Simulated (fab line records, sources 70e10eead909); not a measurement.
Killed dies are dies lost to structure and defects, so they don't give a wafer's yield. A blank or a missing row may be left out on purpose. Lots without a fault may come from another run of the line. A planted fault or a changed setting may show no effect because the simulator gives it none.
fab line records | flow nand_harc
record lots=5 wafers=15 last_day=33
route steps=1302 shown A_CONTACT@1050
lots that met no fault: from a run of the same line without faults
start_h: hours from the record's first day to the start of the lot's first wafer shown | wait_h: hours since the lot's step before | " the same as in the row above | L1.1+2: a row that stands for several wafers | - no value, or no start given | * or withheld: withheld | < > ~ a bound
route shown NAME@n: a module of which the file shows steps, and the number in the route of the first | usual: mean/standard deviation of fault-free wafers | same: alike in all rows | chamber/n: place in a boat | sites: the reading at each site | _std_site: their standard deviation | _edge_site: outer sites' mean less inner sites' | radius_mm: how far each site lies from the wafer's centre | mask NAME#n: copy n | behind: the tool/chamber that last shaped the wafer | hold: why the lot was held/for how many hours/how that ended | device: the transistor (n, p or np) that didn't switch | end of line: the same wafers' tests at the end of the route | a step without rows: its recipe alone | killed: dies lost to structure and defects at the first sort, not the wafer's yield | map: a wafer's dies, x killed, . not, _ none there
set.NAME: the setting as run; set.NAME@STEP: as run at that earlier step | model.NAME: the simulator's own value behind a step, which no gauge read
lots at some steps of the route; a table a step, a row a wafer
services: from which hour (start_h, from the record's first day; less than 0 if before it) a tool's chamber was out of use, for how many hours, and why
## steps
# step NHARC_A_CONTACT_ETCH_127
# recipe source_w=withheld pressure_mtorr=20 bias_v=3000 time_s=197 target_depth_a=19180 ar_flow_sccm=withheld c4f8_flow_sccm=withheld o2_flow_sccm=withheld chemistry=C4F8/O2/Ar
# columns lot.wafer tool chamber start_h wait_h rf_hours_counter_h
L080.3 har_cap_etch-02 0 563.87 0.1 -
L080.4 " 1 " " -
L080.5 " 0 " " -
L087.2 har_cap_etch-03 1 650.83 0.1 73
L087.4 " 1 " " -
L087.6 " 0 " " -
L089.1 har_cap_etch-01 1 653.34 0.1 26
L089.5 " 1 " " -
L089.6 " 0 " " -
L091.1 har_cap_etch-03 1 679.15 0.1 78
L091.3 " 0 " " -
L091.6 " 0 " " -
L096.3 har_cap_etch-01 1 718.97 0.1 -
L096.4 " 0 " " -
L096.6 " 0 " " -
# step NHARC_A_CONTACT_ETCH_128
# recipe source_w=withheld pressure_mtorr=20 bias_v=3000 time_s=197 target_depth_a=19180 ar_flow_sccm=withheld c4f8_flow_sccm=withheld o2_flow_sccm=withheld chemistry=C4F8/O2/Ar
# columns lot.wafer tool chamber start_h wait_h rf_hours_counter_h
L080.3 har_cap_etch-02 0 564.04 0.1 -
L080.4 " 1 " " -
L080.5 " 0 " " -
L087.2 har_cap_etch-03 1 651.01 0.1 73
L087.4 " 1 " " -
L087.6 " 0 " " -
L089.1 har_cap_etch-01 1 653.52 0.1 26
L089.5 " 1 " " -
L089.6 " 0 " " -
L091.1 har_cap_etch-03 1 679.32 0.1 78
L091.3 " 0 " " -
L091.6 " 0 " " -
L096.3 har_cap_etch-01 1 719.15 0.1 -
L096.4 " 0 " " -
L096.6 " 0 " " -
# step NHARC_A_CONTACT_ETCH_129
# recipe source_w=withheld pressure_mtorr=20 bias_v=3000 time_s=197 target_depth_a=19180 ar_flow_sccm=withheld c4f8_flow_sccm=withheld o2_flow_sccm=withheld chemistry=C4F8/O2/Ar
# columns lot.wafer tool chamber start_h wait_h rf_hours_counter_h
L080.3 har_cap_etch-02 0 564.22 0.1 -
L080.4 " 1 " " -
L080.5 " 0 " " -
L087.2 har_cap_etch-03 1 651.19 0.1 73
L087.4 " 1 " " -
L087.6 " 0 " " -
L089.1 har_cap_etch-01 1 653.70 0.1 26
L089.5 " 1 " " -
L089.6 " 0 " " -
L091.1 har_cap_etch-03 1 679.50 0.1 78
L091.3 " 0 " " -
L091.6 " 0 " " -
L096.3 har_cap_etch-01 1 719.32 0.1 -
L096.4 " 0 " " -
L096.6 " 0 " " -
# step NHARC_A_CONTACT_ETCH_130
# recipe source_w=withheld pressure_mtorr=20 bias_v=3000 time_s=197 target_depth_a=19180 ar_flow_sccm=withheld c4f8_flow_sccm=withheld o2_flow_sccm=withheld chemistry=C4F8/O2/Ar
# columns lot.wafer tool chamber start_h wait_h rf_hours_counter_h
L080.3 har_cap_etch-02 0 564.40 0.1 -
L080.4 " 1 " " -
L080.5 " 0 " " -
L087.2 har_cap_etch-03 1 651.37 0.1 74
L087.4 " 1 " " -
L087.6 " 0 " " -
L089.1 har_cap_etch-01 1 653.87 0.1 26
L089.5 " 1 " " -
L089.6 " 0 " " -
L091.1 har_cap_etch-03 1 679.67 0.1 78
L091.3 " 0 " " -
L091.6 " 0 " " -
L096.3 har_cap_etch-01 1 719.50 0.1 -
L096.4 " 0 " " -
L096.6 " 0 " " -
# step NHARC_A_CONTACT_ETCH_131
# recipe source_w=withheld pressure_mtorr=20 bias_v=3000 time_s=197 target_depth_a=19180 ar_flow_sccm=withheld c4f8_flow_sccm=withheld o2_flow_sccm=withheld chemistry=C4F8/O2/Ar
# columns lot.wafer tool chamber start_h wait_h rf_hours_counter_h
L080.3 har_cap_etch-02 0 564.57 0.1 -
L080.4 " 1 " " -
L080.5 " 0 " " -
L087.2 har_cap_etch-03 1 651.54 0.1 74
L087.4 " 1 " " -
L087.6 " 0 " " -
L089.1 har_cap_etch-01 1 654.05 0.1 26
L089.5 " 1 " " -
L089.6 " 0 " " -
L091.1 har_cap_etch-03 1 679.85 0.1 79
L091.3 " 0 " " -
L091.6 " 0 " " -
L096.3 har_cap_etch-01 1 719.67 0.1 -
L096.4 " 0 " " -
L096.6 " 0 " " -
# step NHARC_A_CONTACT_ETCH_132
# recipe source_w=withheld pressure_mtorr=20 bias_v=3000 time_s=197 target_depth_a=19240 ar_flow_sccm=withheld c4f8_flow_sccm=withheld o2_flow_sccm=withheld chemistry=C4F8/O2/Ar
# columns lot.wafer tool chamber start_h wait_h rf_hours_counter_h
L080.3 har_cap_etch-02 0 564.75 0.1 -
L080.4 " 1 " " -
L080.5 " 0 " " -
L087.2 har_cap_etch-03 1 651.72 0.1 74
L087.4 " 1 " " -
L087.6 " 0 " " -
L089.1 har_cap_etch-01 1 654.22 0.1 27
L089.5 " 1 " " -
L089.6 " 0 " " -
L091.1 har_cap_etch-03 1 680.03 0.1 79
L091.3 " 0 " " -
L091.6 " 0 " " -
L096.3 har_cap_etch-01 1 719.85 0.1 -
L096.4 " 0 " " -
L096.6 " 0 " " -
# step NHARC_A_CONTACT_ETCH_133
# recipe source_w=withheld pressure_mtorr=20 bias_v=400 time_s=374 target_depth_a=16100 ar_flow_sccm=withheld c4f8_flow_sccm=11.5 o2_flow_sccm=7.2 chemistry=C4F8/O2/Ar
# columns lot.wafer tool chamber start_h wait_h rf_hours_counter_h
L080.3 har_cap_etch-02 0 565.01 0.2 -
L080.4 " 1 " " -
L080.5 " 0 " " -
L087.2 har_cap_etch-03 1 651.89 0.1 74
L087.4 " 1 " " -
L087.6 " 0 " " -
L089.1 har_cap_etch-01 1 654.40 0.1 27
L089.5 " 1 " " -
L089.6 " 0 " " -
L091.1 har_cap_etch-03 1 680.25 0.2 79
L091.3 " 0 " " -
L091.6 " 0 " " -
L096.3 har_cap_etch-01 1 720.11 0.2 -
L096.4 " 0 " " -
L096.6 " 0 " " -
# step NHARC_A_CONTACT_ETCH_91
# recipe target_depth_a=400 over_etch_frac=0.5 time_s=85.7 ion_energy_ev=120 ch3f_flow_sccm=50 o2_flow_sccm=30 ar_flow_sccm=200 rf_w=500 bias_w=100 chemistry=CH3F/O2
# usual bias_w=100.00/0.29 drypump_motor_current_A=5.6/0.44 mfc_ar_sccm=200.0/0.63 oes_product_au=0.935/0.028 rf_vpp_V=243.9/1.7 showerhead_plenum_p_Torr=2.43/0.12 throttle_valve_pct=20.664/0.0086
# same over_etch_frac=0.5
# columns lot.wafer tool chamber start_h wait_h bias_w drypump_motor_current_A mfc_ar_sccm oes_product_au rf_hours_counter_h rf_vpp_V showerhead_plenum_p_Torr throttle_valve_pct
L080.4 rie_diel-05 3 565.65 0.5 100.36 5.3 200.5 0.926 48 243.7 2.34 20.678
L080.3 " 0 " " 100.07 5.4 200.7 0.932 53 244.1 2.48 20.649
L080.5 " 3 " " 100.16 5.3 201.2 0.923 - 243.5 2.34 20.658
L087.4 rie_diel-05 2 652.70 0.6 100.30 6.7 199.6 0.913 22 242.5 2.40 20.669
L087.2 " 0 " " 99.74 5.3 199.3 0.930 9 245.2 2.47 20.668
L087.6 " 1 " " 100.36 5.3 199.2 0.929 - 242.4 2.32 20.653
L089.1 rie_diel-02 2 655.18 0.7 100.14 5.8 200.9 0.935 17 242.5 2.38 20.656
L089.6 " 2 " " 99.96 5.8 200.0 0.945 - 243.2 2.38 20.673
L089.5 " 3 " " 100.14 6.1 200.7 0.922 - 246.8 2.64 20.677
L091.1 rie_diel-02 1 680.98 0.7 99.65 5.3 200.1 0.911 22 242.7 2.29 20.663
L091.3 " 3 " " 99.70 6.1 199.8 0.916 19 246.3 2.64 20.662
L091.6 " 1 " " 99.75 5.3 200.2 0.915 - 240.9 2.29 20.661
L096.3 rie_diel-02 2 720.76 0.6 99.77 5.9 200.0 0.933 28 242.4 2.38 20.651
L096.4 " 3 " " 99.90 6.1 199.5 0.917 24 245.7 2.64 20.667
L096.6 " 3 " " 100.32 6.1 200.8 0.935 - 246.6 2.64 20.650
# step NHARC_A_CONTACT_ETCH_97
# recipe target_depth_a=200 over_etch_frac=0.5 time_s=10 ion_energy_ev=250 c4f6_flow_sccm=25 o2_flow_sccm=20 ar_flow_sccm=500 rf_w=600 bias_w=500 chemistry=C4F6/O2
# usual bias_w=499.8/1.6 drypump_motor_current_A=5.7/0.45 mfc_ar_sccm=500.0/1.5 oes_product_au=0.954/0.023 rf_vpp_V=546/4 showerhead_plenum_p_Torr=3.89/0.18 throttle_valve_pct=26.903/0.01
# same over_etch_frac=0.5
# columns lot.wafer tool chamber start_h wait_h bias_w drypump_motor_current_A mfc_ar_sccm oes_product_au rf_hours_counter_h rf_vpp_V showerhead_plenum_p_Torr throttle_valve_pct
L080.4 rie_diel-05 3 - - 502.6 5.3 498.5 0.961 48 543 3.75 26.897
L080.3 " 2 " " 502.8 6.8 500.3 0.958 45 545 3.85 26.910
L080.5 " 3 " " 501.9 5.3 500.3 0.954 - 543 3.75 26.891
L087.2 rie_diel-05 3 - - 500.3 5.3 501.6 0.945 23 544 3.73 26.911
L087.4 " 0 " " 499.9 5.4 499.1 0.938 9 547 3.94 26.878
L087.6 " 2 " " 499.1 6.7 500.5 0.943 - 545 3.83 26.904
L089.1 rie_diel-02 1 - - 503.7 5.3 499.5 0.933 17 541 3.68 26.894
L089.5 " 0 " " 499.1 5.3 499.2 0.929 - 547 3.87 26.912
L089.6 " 1 " " 501.8 5.3 500.4 0.939 - 542 3.68 26.900
L091.1 rie_diel-02 2 - - 499.6 5.9 501.1 0.946 23 546 3.81 26.900
L091.3 " 3 " " 500.2 6.1 500.5 0.926 19 553 4.20 26.901
L091.6 " 2 " " 499.6 5.9 500.0 0.948 - 544 3.81 26.897
L096.4 rie_diel-02 2 - - 500.6 5.9 498.4 0.968 28 546 3.80 26.892
L096.3 " 3 " " 503.1 6.1 499.8 0.941 24 553 4.19 26.896
L096.6 " 2 " " 499.8 5.9 500.3 0.959 - 545 3.80 26.903
# step NHARC_A_CONTACT_CD_MEAS_80
# usual cd_nm=289.5/0.99
# columns lot.wafer tool chamber start_h wait_h cd_nm
L080.3 cd_sem-03 - 565.88 - 290.6
L080.4 " - " " 289.3
L080.5 " - " " 289.1
L087.2 cd_sem-01 - 652.91 - 289.4
L087.4 " - " " 289.3
L087.6 " - " " 289.9
L089.1 cd_sem-02 - 655.40 - 289.6
L089.5 " - " " 289.4
L089.6 " - " " 289.8
L091.1 cd_sem-01 - 681.18 - 288.1
L091.3 " - " " 288.3
L091.6 " - " " 288.4
L096.3 cd_sem-03 - 720.98 - 288.5
L096.4 " - " " 288.9
L096.6 " - " " 288.6
# step NHARC_A_CONTACT_STRIP_103
# recipe n2_flow_sccm=150 h2_flow_sccm=150 ar_flow_sccm=0 bias_w=0 chemistry=N2/H2
# columns lot.wafer tool chamber start_h wait_h
L080.4+3+5 rie_diel-02 1,2,0 565.96 0.1
L087.2+4+6 rie_diel-05 2,3,1 652.99 0.1
L089.1+5+6 rie_diel-02 2,0,1 655.49 0.1
L091.1+3+6 rie_diel-02 3,0,3 681.26 0.1
L096.4+3+6 rie_diel-02 2,3,1 721.07 0.1
# step NHARC_A_CONTACT_STRIP_104
# recipe cf4_flow_sccm=100 chf3_flow_sccm=30 ar_flow_sccm=0 bias_w=0 chemistry=CF4/CHF3
# columns lot.wafer tool chamber start_h wait_h
L080.4+3+5 rie_diel-02 3,2,3 566.04 0.1
L087.2+4+6 rie_diel-05 0,1,0 653.08 0.1
L089.1+5+6 rie_diel-02 2,0,1 655.58 0.1
L091.3+1+6 rie_diel-02 3,0,1 681.36 0.1
L096.3+4+6 rie_diel-02 1,3,0 721.15 0.1
# step NHARC_A_CONTACT_STRIP_105
# recipe o2_flow_sccm=400 cos_flow_sccm=20 ar_flow_sccm=0 bias_w=0 chemistry=O2/COS
# columns lot.wafer tool chamber start_h wait_h
L080.4+3+5 rie_diel-02 0,3,0 566.10 0.1
L087.4+2+6 rie_diel-05 3,0,3 653.14 0.1
L089.1+6+5 rie_diel-02 3,2,3 655.64 0.1
L091.1+3+6 rie_diel-02 0,2,1 681.42 0.0
L096.4+3+6 rie_diel-02 2,3,2 721.20 0.0
# step NHARC_A_CONTACT_ETCH_106
# recipe target_depth_a=900 overetch_a=90 time_s=49.5 ion_energy_ev=100 cf4_flow_sccm=80 o2_flow_sccm=20 ar_flow_sccm=0 rf_w=300 bias_w=100 chemistry=CF4/O2
# usual bias_w=100.0/0.3 drypump_motor_current_A=5.7/0.44 mfc_ar_sccm=0.009/0.011 oes_ar_750_au=1.000/0.0045 oes_product_au=0.998/0.012 rf_vpp_V=197.6/1.5 showerhead_plenum_p_Torr=1.32/0.065 throttle_valve_pct=13.398/0.0092
# columns lot.wafer tool chamber start_h wait_h bias_w drypump_motor_current_A mfc_ar_sccm oes_ar_750_au oes_product_au rf_hours_counter_h rf_vpp_V showerhead_plenum_p_Torr throttle_valve_pct
L080.3 rie_diel-02 2 566.17 0.0 99.8 5.8 0 1.000 1.001 26 197.5 1.30 13.397
L080.4 " 1 " " 99.7 5.3 0.027 1.001 0.990 27 196.1 1.25 13.391
L080.5 " 2 " " 99.7 5.8 0 1.002 1.009 - 196.3 1.30 13.399
L087.4 rie_diel-05 3 653.20 0.1 99.6 5.3 0.009 1.001 1.012 23 195.3 1.26 13.391
L087.2 " 0 " " 99.9 5.4 0 1.005 1.008 9 197.2 1.34 13.404
L087.6 " 3 " " 100.1 5.3 0.009 0.997 1.005 - 196.4 1.26 13.386
L089.1 rie_diel-02 2 655.73 0.1 100.3 5.8 0 0.998 1.018 17 197.0 1.29 13.392
L089.5 " 3 " " 99.9 6.1 0 1.007 0.981 - 199.4 1.44 13.400
L089.6 " 0 " " 100.1 5.2 0.013 1.003 0.991 - 197.9 1.32 13.391
L091.1 rie_diel-02 3 681.48 0.1 100.2 6.0 0 0.996 0.997 19 198.0 1.44 13.387
L091.3 " 0 " " 100.2 5.2 0.013 0.999 0.983 19 198.1 1.32 13.402
L091.6 " 3 " " 100.1 6.1 0 1.004 0.991 - 200.0 1.43 13.403
L096.3 rie_diel-02 2 721.27 0.1 99.5 5.9 0 1.006 1.021 28 196.4 1.29 13.420
L096.4 " 1 " " 99.5 5.3 0.027 1.008 0.994 28 195.3 1.24 13.387
L096.6 " 2 " " 100.2 5.8 0 1.003 1.019 - 197.0 1.29 13.390
# step NHARC_A_CONTACT_STRIP_82
# recipe o2_flow_sccm=500 ar_flow_sccm=0 bias_w=0 chemistry=O2
# usual drypump_motor_current_A=5.7/0.44 mfc_ar_sccm=0.008/0.011 oes_product_au=1.000/0.012 rf_vpp_V=57.7/1 showerhead_plenum_p_Torr=3.49/0.17 throttle_valve_pct=17.036/0.0086
# same bias_w=0
# columns lot.wafer tool chamber start_h wait_h drypump_motor_current_A mfc_ar_sccm oes_product_au rf_hours_counter_h rf_vpp_V showerhead_plenum_p_Torr throttle_valve_pct
L080.4 rie_diel-02 3 - - 6.1 0 0.995 25 58.7 3.79 17.030
L080.3 " 1 " " 5.3 0.027 0.988 27 56.5 3.31 17.032
L080.5 " 3 " " 6.1 0 0.986 - 60.1 3.79 17.019
L087.4 rie_diel-05 1 - - 5.3 0 1.008 21 56.8 3.34 17.063
L087.2 " 2 " " 6.8 0 0.995 22 57.0 3.44 17.030
L087.6 " 3 " " 5.3 0.009 0.999 - 57.8 3.35 17.033
L089.1 rie_diel-02 3 - - 6.1 0 0.980 15 59.8 3.78 17.036
L089.5 " 2 " " 5.8 0 1.011 - 57.8 3.42 17.022
L089.6 " 3 " " 6.1 0 0.987 - 58.5 3.78 17.028
L091.1 rie_diel-02 0 - - 5.2 0.013 0.992 19 57.9 3.48 17.033
L091.3 " 1 " " 5.3 0.027 1.007 22 58.3 3.30 17.035
L091.6 " 3 " " 6.1 0 1.001 - 58.0 3.78 17.034
L096.3 rie_diel-02 3 - - 6.1 0 1.006 25 58.1 3.78 17.042
L096.4 " 1 " " 5.3 0.027 0.981 28 56.8 3.29 17.037
L096.6 " 2 " " 5.8 0 1.020 - 57.0 3.42 17.056
# step NHARC_A_CONTACT_STRIP_83
# recipe time_s=600 temp_c=30 chemistry=post_etch_residue_remover
# columns lot.wafer tool chamber start_h wait_h
L080.3+5+4 wet_bench-09 0,2,3 566.57 -
L087.4+6+2 wet_bench-09 0,1,2 653.61 -
L089.6+5+1 wet_bench-06 2,4,6 656.29 -
L091.3+6+1 wet_bench-09 4,5,6 681.89 -
L096.6+4+3 wet_bench-04 5,7,0 721.67 -
# step NHARC_A_CONTACT_DEP_84
# recipe target_thk_a=28000 temp_c=400 material=aC
# usual throttle_valve_pct=35.000/0.0086
# columns lot.wafer tool chamber start_h wait_h throttle_valve_pct
L080.3 acl_dep-02 0 569.54 - 34.987
L080.4 " 0 " " 35.008
L080.5 " 0 " " 35.005
L087.2 acl_dep-02 0 654.87 - 35.013
L087.4 " 0 " " 35.016
L087.6 " 0 " " 34.999
L089.1 acl_dep-03 0 657.40 - 35.005
L089.5 " 0 658.55 - 35.018
L089.6 " 0 " " 35.002
L091.1 acl_dep-02 0 682.14 - 34.991
L091.3 " 0 " " 35.016
L091.6 " 0 " " 34.994
L096.3 acl_dep-02 0 722.51 - 35.010
L096.4 " 0 " " 35.010
L096.6 " 0 " " 34.997
# step NHARC_A_CONTACT_DEP_85
# recipe target_thk_a=600 target_thk_nm=60 temp_c=400 pressure_torr=3.5 flow_sccm=200 rf_w=350 material=SiON
# usual heater_power_w=807/97
# columns lot.wafer tool chamber start_h wait_h heater_power_w
L080.3 pecvd-01 1 570.69 0.9 755
L080.4 " 2 " " 876
L080.5 " 0 " " 928
L087.2 pecvd-01 1 656.36 1.2 743
L087.4 " 2 " " 864
L087.6 " 0 " " 969
L089.1 pecvd-01 1 659.18 1.5 632
L089.5 " 2 " " 946
L089.6 " 0 " " 859
L091.1 pecvd-04 2 683.93 1.5 848
L091.3 " 1 " " 783
L091.6 " 0 " " 825
L096.3 pecvd-01 2 723.69 0.9 909
L096.4 " 0 " " 865
L096.6 " 1 " " 695
# step NHARC_A_CONTACT_DEHYDRATE_00
# recipe temp_c=150 time_s=120
# columns lot.wafer tool chamber start_h wait_h
L080.3+4+5 litho_track-06 0 570.97 0.2
L087.2+4+6 litho_track-04 0 656.57 0.2
L089.1+5+6 litho_track-01 0 659.45 0.2
L091.1+3+6 litho_track-06 0 684.20 0.2
L096.3+4+6 litho_track-04 0 723.97 0.2
# step NHARC_A_CONTACT_HMDS_01
# recipe time_s=30
# columns lot.wafer tool chamber start_h wait_h
L080.3+4+5 litho_track-06 0 - -
L087.2+4+6 litho_track-04 0 - -
L089.1+5+6 litho_track-01 0 - -
L091.1+3+6 litho_track-06 0 - -
L096.3+4+6 litho_track-04 0 - -
# step NHARC_A_CONTACT_COAT_86
# recipe temp_c=260 time_s=75
# columns lot.wafer tool chamber start_h wait_h
L080.3+4+5 litho_track-06 0 - -
L087.2+4+6 litho_track-04 0 - -
L089.1+5+6 litho_track-01 0 - -
L091.1+3+6 litho_track-06 0 - -
L096.3+4+6 litho_track-04 0 - -
# step NHARC_A_CONTACT_COAT_87
# recipe temp_c=225 time_s=65
# columns lot.wafer tool chamber start_h wait_h
L080.3+4+5 litho_track-06 0 - -
L087.2+4+6 litho_track-04 0 - -
L089.1+5+6 litho_track-01 0 - -
L091.1+3+6 litho_track-06 0 - -
L096.3+4+6 litho_track-04 0 - -
# step NHARC_A_CONTACT_COAT_02
# recipe spin_rpm=1500 resist_thk_nm=90
# columns lot.wafer tool chamber start_h wait_h
L080.3+4+5 litho_track-06 0 - -
L087.2+4+6 litho_track-04 0 - -
L089.1+5+6 litho_track-01 0 - -
L091.1+3+6 litho_track-06 0 - -
L096.3+4+6 litho_track-04 0 - -
# step NHARC_A_CONTACT_SOFTBAKE_03
# recipe temp_c=105 time_s=55
# columns lot.wafer tool chamber start_h wait_h
L080.3+4+5 litho_track-06 0 - -
L087.2+4+6 litho_track-04 0 - -
L089.1+5+6 litho_track-01 0 - -
L091.1+3+6 litho_track-06 0 - -
L096.3+4+6 litho_track-04 0 - -
# step NHARC_A_CONTACT_EBR_04
# columns lot.wafer tool chamber start_h wait_h
L080.3+4+5 litho_track-06 0 - -
L087.2+4+6 litho_track-04 0 - -
L089.1+5+6 litho_track-01 0 - -
L091.1+3+6 litho_track-06 0 - -
L096.3+4+6 litho_track-04 0 - -
# step NHARC_A_CONTACT_EXPOSE_05
# recipe na=1.35 sigma_outer=0.8 dose_mj=84.24 mask_id=A_CC
# same na=1.35
# columns lot.wafer tool chamber start_h wait_h mask
L080.3+4+5 arfi_scanner-01 0 571.29 - A_CC#0
L087.2+4+6 arfi_scanner-03 0 656.77 - A_CC#0
L089.1+5+6 arfi_scanner-03 0 659.63 - A_CC#0
L091.1+3+6 arfi_scanner-01 0 684.38 - A_CC#0
L096.3+4+6 arfi_scanner-01 0 724.28 - A_CC#0
# step NHARC_A_CONTACT_PEB_06
# recipe peb_temp_c=100 peb_time_s=65
# columns lot.wafer tool chamber start_h wait_h
L080.3+4+5 litho_track-04 0 571.34 0.0
L087.2+4+6 litho_track-01 0 656.82 0.1
L089.1+5+6 litho_track-04 0 659.70 0.1
L091.1+3+6 litho_track-04 0 684.44 0.1
L096.3+4+6 litho_track-06 0 724.34 0.0
# step NHARC_A_CONTACT_DEVELOP_07
# recipe develop_time_s=35 dev_temp_c=23
# columns lot.wafer tool chamber start_h wait_h
L080.3+4+5 litho_track-04 0 - -
L087.2+4+6 litho_track-01 0 - -
L089.1+5+6 litho_track-04 0 - -
L091.1+3+6 litho_track-04 0 - -
L096.3+4+6 litho_track-06 0 - -
# step NHARC_A_CONTACT_CD_MEAS_08
# recipe target_cd_nm=200 landing_energy_ev=500
# usual cd_nm=200.0/0.8
# columns lot.wafer tool chamber start_h wait_h cd_nm
L080.3 cd_sem-02 0 571.42 - 200.6
L080.4 " 0 " " 200.7
L080.5 " 0 " " 201.3
L087.2 cd_sem-03 0 656.91 - 199.7
L087.4 " 0 " " 200.0
L087.6 " 0 " " 200.8
L089.1 cd_sem-02 0 659.77 - 199.7
L089.5 " 0 " " 200.5
L089.6 " 0 " " 200.4
L091.1 cd_sem-03 0 684.52 - 199.5
L091.3 " 0 " " 199.6
L091.6 " 0 " " 200.2
L096.3 cd_sem-02 0 724.42 - 198.1
L096.4 " 0 " " 198.7
L096.6 " 0 " " 198.3
# step NHARC_A_CONTACT_OVL_MEAS_09
# usual overlay_x_nm=0.1/1.1 overlay_y_nm=-0.4/1
# columns lot.wafer tool chamber start_h wait_h overlay_x_nm overlay_y_nm
L080.3 overlay-02 - 571.51 - -0.7 -1.8
L080.4 " - " " 0.7 -1.9
L080.5 " - " " -0.2 -1.9
L087.2 overlay-01 - 657.00 - 0.1 -0.9
L087.4 " - " " 0.1 -0.8
L087.6 " - " " 0.6 -0.9
L089.1 overlay-01 - 659.86 - -0.1 -0.9
L089.5 " - " " 0.8 -1.3
L089.6 " - " " 0.8 -0.7
L091.1 overlay-02 - 684.61 - 1.1 0.5
L091.3 " - " " 1.1 -0.1
L091.6 " - " " 1.4 -0.1
L096.3 overlay-01 - 724.50 - 0.6 0.0
L096.4 " - " " 0.4 0.0
L096.6 " - " " 0.2 -0.4
# step NHARC_A_CONTACT_INSPECT_10
# usual raw_defect_count=90/30
# columns lot.wafer tool chamber start_h wait_h raw_defect_count
L080.3 defect_inspect-02 - 571.54 0.0 75
L080.4 " - " " 94
L080.5 " - " " 69
L087.2 defect_inspect-01 - 657.04 0.0 58
L087.4 " - " " 54
L087.6 " - " " 75
L089.1 defect_inspect-02 - 659.90 0.0 97
L089.5 " - " " 115
L089.6 " - " " 89
L091.1 defect_inspect-02 - 684.65 0.0 146
L091.3 " - " " 143
L091.6 " - " " 157
L096.3 defect_inspect-02 - 724.54 0.0 121
L096.4 " - " " 136
L096.6 " - " " 145
# step NHARC_A_CONTACT_DESCUM_13
# recipe time_s=3 o2_flow_sccm=200 ar_flow_sccm=0 bias_power_w=0 chemistry=O2
# usual drypump_motor_current_A=5.7/0.46 mfc_ar_sccm=0.008/0.01 oes_product_au=0.998/0.012 rf_vpp_V=57.7/0.93 showerhead_plenum_p_Torr=1.89/0.095 throttle_valve_pct=11.312/0.0096
# columns lot.wafer tool chamber start_h wait_h drypump_motor_current_A mfc_ar_sccm oes_product_au rf_hours_counter_h rf_vpp_V showerhead_plenum_p_Torr throttle_valve_pct
L080.4 rie_diel-05 0 571.63 0.1 5.4 0 1.013 54 57.3 1.93 11.317
L080.3 " 1 " " 5.3 0 0.985 53 56.5 1.81 11.299
L080.5 " 3 " " 5.3 0.009 0.999 - 57.4 1.82 11.335
L087.2 rie_diel-02 1 657.10 0.1 5.3 0.027 0.989 17 57.7 1.78 11.318
L087.4 " 2 " " 5.8 0 1.010 17 57.4 1.85 11.310
L087.6 " 1 " " 5.3 0.027 0.993 - 56.9 1.78 11.314
L089.1 rie_diel-09 2 659.99 0.1 6.1 0.020 1.002 59 58.0 2.02 11.298
L089.6 " 3 " " 5.8 0.018 0.975 - 59.0 1.90 11.314
L089.5 " 0 " " 6.0 0 1.013 - 58.4 1.79 11.304
L091.3 rie_diel-09 1 684.71 0.1 6.2 0 1.018 0 59.1 2.00 11.301
L091.1 " 3 " " 5.8 0.018 0.997 0 57.3 1.90 11.308
L091.6 " 1 " " 6.2 0 1.014 - 57.0 2.00 11.314
L096.4 rie_diel-02 1 724.61 0.1 5.3 0.027 0.999 29 58.0 1.78 11.299
L096.3 " 2 " " 5.8 0 1.010 28 57.4 1.85 11.310
L096.6 " 0 " " 5.2 0.013 0.993 - 60.0 1.88 11.310
# step NHARC_A_CONTACT_ETCH_88
# recipe target_depth_a=390 over_etch_frac=0.3 time_s=65 ion_energy_ev=80 cf4_flow_sccm=150 ar_flow_sccm=0 rf_w=300 bias_w=100 chemistry=CF4
# usual bias_w=99.95/0.28 drypump_motor_current_A=5.7/0.45 mfc_ar_sccm=0.008/0.01 oes_product_au=0.996/0.012 rf_vpp_V=151.0/1.3 showerhead_plenum_p_Torr=1.75/0.082 throttle_valve_pct=13.285/0.0087
# same over_etch_frac=0.3
# columns lot.wafer tool chamber start_h wait_h bias_w drypump_motor_current_A mfc_ar_sccm oes_product_au rf_hours_counter_h rf_vpp_V showerhead_plenum_p_Torr throttle_valve_pct
L080.4 rie_diel-05 2 571.72 0.1 100.11 6.7 0 1.011 46 151.5 1.73 13.288
L080.3 " 3 " " 100.10 5.3 0.009 1.004 49 149.5 1.69 13.282
L080.5 " 3 " " 99.84 5.3 0.009 1.009 - 149.1 1.69 13.283
L087.4 rie_diel-02 3 657.20 0.1 100.07 6.1 0 0.987 15 151.4 1.90 13.295
L087.2 " 0 " " 100.22 5.2 0.013 0.982 15 150.2 1.75 13.295
L087.6 " 2 " " 99.85 5.8 0 1.009 - 150.3 1.72 13.281
L089.1 rie_diel-09 1 660.06 0.1 100.08 6.2 0 1.008 60 152.2 1.84 13.295
L089.5 " 3 " " 100.38 5.8 0.018 0.980 - 150.8 1.76 13.283
L089.6 " 0 " " 99.88 6.0 0 1.021 - 149.8 1.66 13.306
L091.1 rie_diel-09 2 684.80 0.1 99.66 6.1 0.020 0.997 0 153.0 1.86 13.279
L091.3 " 3 " " 100.26 5.8 0.018 1.007 0 152.8 1.76 13.282
L091.6 " 1 " " 100.12 6.2 0 1.017 - 152.7 1.84 13.275
L096.3 rie_diel-02 3 724.69 0.1 99.73 6.1 0 0.987 25 152.0 1.89 13.280
L096.4 " 0 " " 100.09 5.2 0.013 0.990 25 150.5 1.74 13.280
L096.6 " 3 " " 100.12 6.1 0 0.984 - 153.3 1.89 13.293
## services
# columns tool chamber start_h hours kind
arfi_scanner-03 - 540.00 4.0 pm
rie_diel-05 - 541.85 0.6 repair
rie_diel-09 3 542.58 2.1 repair
rie_diel-05 - 544.38 0.7 repair
litho_track-04 - 553.01 7.0 pm
arfi_scanner-01 - 561.71 0.9 repair
rie_diel-02 - 571.37 9.0 pm
rie_diel-05 - 583.60 9.0 pm
arfi_scanner-01 - 596.00 4.0 pm
rie_diel-05 0 598.63 27.0 repair
arfi_scanner-01 - 604.09 0.7 repair
acl_dep-02 - 611.57 13.0 pm
rie_diel-05 2 644.10 1.8 repair
rie_diel-02 0 649.90 1.2 repair
pecvd-01 - 673.27 13.0 pm
rie_diel-09 - 674.58 9.0 pm
litho_track-01 - 680.00 7.0 pm
rie_diel-09 1 695.15 10.3 repair
litho_track-06 - 704.00 7.0 pm
wet_bench-09 - 704.80 8.0 pm
rie_diel-09 1 709.40 5.7 repair
arfi_scanner-03 - 712.00 4.0 pm
arfi_scanner-03 - 716.60 1.3 repair
rie_diel-05 3 719.40 16.5 repair
## key
fault none
